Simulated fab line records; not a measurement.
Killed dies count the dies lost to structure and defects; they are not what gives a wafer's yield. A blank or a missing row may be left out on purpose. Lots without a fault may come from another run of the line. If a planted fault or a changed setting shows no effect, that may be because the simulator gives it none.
Comparing a struck lot with a sound one / flow nand_harc / 42 out of 1302 route steps
Sound: these wafers, L567.2, L567.3, L567.5. Struck: wafer L559.5 (L559.1, L559.3, from the same lot, were not struck and are left out); the cause is given at the end.
Order at every step that has rows: each side's tool, ch and its chambers, its first start. Under that, the readings that differ: sound wafers / struck wafers / difference of the means / sigmas: that difference in standard deviations of wafers without a fault.
alike: readings with means less than 2 such deviations apart, plus words and numbers identical on both sides. not compared: withheld readings, readings lacking a value on some wafer, bounds such as >300 that could conceal the same value, and numbers that have no deviation in the record and whose values overlap.
A row with sigmas, a row that says differs or no value, or rows on one side alone: a step with any of these is where the two part. Numbers that have no deviation but don't overlap get no sigmas and don't part them. Lack of a reading on every wafer of one side parts them only where that side has two or more wafers.

first, 1 step without rows for these wafers: NHARC_A_CONTACT_ETCH_49 (etches the open film in N2/H2, target depth 260 nm, time 475.3 s).
NHARC_A_CONTACT_ETCH_50: etches the open film in CF4/CHF3, target depth 121 nm, time 60.5 s.
  sound on rie_diel-02 ch 0,2; struck on rie_diel-01 ch 2
  alike: drypump_motor_current_A, oes_product_au, rf_vpp_V, showerhead_plenum_p_Torr, throttle_valve_pct
  not compared: rf_hours_counter_h
then, 3 steps without rows for these wafers: NHARC_A_CONTACT_ETCH_51 (etches the open film in O2/COS, target depth 7000 nm, time 1820 s); NHARC_A_CONTACT_ETCH_111 (etches the open film in C4F8/O2/Ar, time 140 s, target depth 700 nm); NHARC_A_CONTACT_ETCH_112 (etches the open film in C4F8/O2/Ar, time 190 s, target depth 1850 nm).
NHARC_A_CONTACT_ETCH_113: etches the open film in C4F8/O2/Ar, time 190 s, target depth 1850 nm.
  sound on har_cap_etch-01 ch 0,1, day 29 10:53; struck on har_cap_etch-01 ch 0, day 26 11:14
  not compared: rf_hours_counter_h
NHARC_A_CONTACT_ETCH_114: etches the open film in C4F8/O2/Ar, time 190 s, target depth 1850 nm.
  sound on har_cap_etch-01 ch 0,1, day 29 11:03; struck on har_cap_etch-01 ch 0, day 26 11:25
  not compared: rf_hours_counter_h
then, 5 steps without rows for these wafers: NHARC_A_CONTACT_ETCH_115 (etches the open film in C4F8/O2/Ar, time 190 s, target depth 1850 nm); NHARC_A_CONTACT_ETCH_116 (etches the open film in C4F8/O2/Ar, time 190 s, target depth 1850 nm); NHARC_A_CONTACT_ETCH_117 (etches the open film in C4F8/O2/Ar, time 190 s, target depth 1850 nm); NHARC_A_CONTACT_ETCH_118 (etches the open film in C4F8/O2/Ar, time 190 s, target depth 1850 nm); NHARC_A_CONTACT_ETCH_119 (etches the open film in C4F8/O2/Ar, time 190 s, target depth 1850 nm).
NHARC_A_CONTACT_ETCH_120: etches the open film in C4F8/O2/Ar, time 190 s, target depth 1850 nm.
  sound on har_cap_etch-01 ch 0,1, day 29 12:05; struck on har_cap_etch-01 ch 0, day 26 12:27
  not compared: rf_hours_counter_h
then, 1 step without rows for these wafers: NHARC_A_CONTACT_ETCH_121 (etches the open film in C4F8/O2/Ar, time 190 s, target depth 1850 nm).
NHARC_A_CONTACT_ETCH_122: etches the open film in C4F8/O2/Ar, time 190 s, target depth 1850 nm.
  sound on har_cap_etch-01 ch 0,1, day 29 12:26; struck on har_cap_etch-01 ch 0, day 26 12:47
  not compared: rf_hours_counter_h
then, 3 steps without rows for these wafers: NHARC_A_CONTACT_ETCH_123 (etches the open film in C4F8/O2/Ar, time 490 s, target depth 2110 nm); NHARC_A_CONTACT_ETCH_90 (etches the open film in CH3F/O2, target depth 40 nm, time 85.7 s); NHARC_A_CONTACT_ETCH_96 (etches the open film in C4F6/O2, target depth 20 nm, time 10 s).
NHARC_A_CONTACT_CD_MEAS_53:
  sound: cd_sem-01 at day 29 13:48; struck: cd_sem-03 at day 26 14:09
  alike: cd_nm
then, 3 steps without rows for these wafers: NHARC_A_CONTACT_STRIP_99 (strips in N2/H2); NHARC_A_CONTACT_STRIP_100 (strips in CF4/CHF3); NHARC_A_CONTACT_STRIP_101 (strips in O2/COS).
NHARC_A_CONTACT_ETCH_102: etches the open film in CF4/O2, target depth 100 nm, overetch 10 nm, time 55 s.
  sound on rie_diel-06 ch 0,1,2, day 29 14:06; struck on rie_diel-01 ch 0, day 26 14:28
reading=drypump_motor_current_A (A); sound=6.8 5.7 5.2; struck=5.0; difference=-0.9; sigmas=-2
reading=throttle_valve_pct (%); sound=13.396 13.391 13.388; struck=13.418; difference=+0.026; sigmas=+3
  alike: oes_product_au, rf_vpp_V, showerhead_plenum_p_Torr
  not compared: rf_hours_counter_h
then, 14 steps without rows for these wafers: NHARC_A_CONTACT_STRIP_55 (strips in O2); NHARC_A_CONTACT_STRIP_56 (strips in post etch residue remover, time 600 s); NHARC_A_CONTACT_DEP_57 (deposits aC, target thk 5300 nm); NHARC_A_CONTACT_DEP_58 (deposits SiON, target thk 90 nm); NHARC_A_CONTACT_DEHYDRATE_59 (time 120 s); NHARC_A_CONTACT_HMDS_60 (time 30 s); NHARC_A_CONTACT_COAT_61 (time 75 s); NHARC_A_CONTACT_COAT_62 (time 65 s); NHARC_A_CONTACT_COAT_63 (resist thk 90 nm); NHARC_A_CONTACT_SOFTBAKE_64 (time 55 s); NHARC_A_CONTACT_EBR_65; NHARC_A_CONTACT_EXPOSE_66 (exposes mask A CC 2); NHARC_A_CONTACT_PEB_67 (peb time 65 s); NHARC_A_CONTACT_DEVELOP_68 (develop time 35 s).
NHARC_A_CONTACT_CD_MEAS_69 targets a cd of 300 nm.
  sound on cd_sem-02 ch 0, day 29 18:42; struck on cd_sem-01 ch 0, day 26 18:59
  alike: cd_nm
NHARC_A_CONTACT_OVL_MEAS_70:
  sound: overlay-01 at day 29 18:47; struck: overlay-02 at day 26 19:04
  alike: overlay_x_nm, overlay_y_nm
then, 2 steps without rows for these wafers: NHARC_A_CONTACT_DESCUM_74 (chemistry O2, time 3 s); NHARC_A_CONTACT_ETCH_75 (etches the open film in CF4, target depth 39 nm, time 65 s).
-- the record jumps here: 3 days lie between the struck wafers' starts before and after (it left off in module A_CONTACT and takes up again in module END, whose first step shown is number 1302 of the route) --
NHARC_END_SORT_01:
  only the struck wafers appear in the record here, on prober-01 ch 0 at day 29 16:26; the sound ones have no rows

WHERE THEY PART
At NHARC_A_CONTACT_ETCH_102 first; at NHARC_END_SORT_01 last (within this record only).

WHY: whatever the simulator had introduced
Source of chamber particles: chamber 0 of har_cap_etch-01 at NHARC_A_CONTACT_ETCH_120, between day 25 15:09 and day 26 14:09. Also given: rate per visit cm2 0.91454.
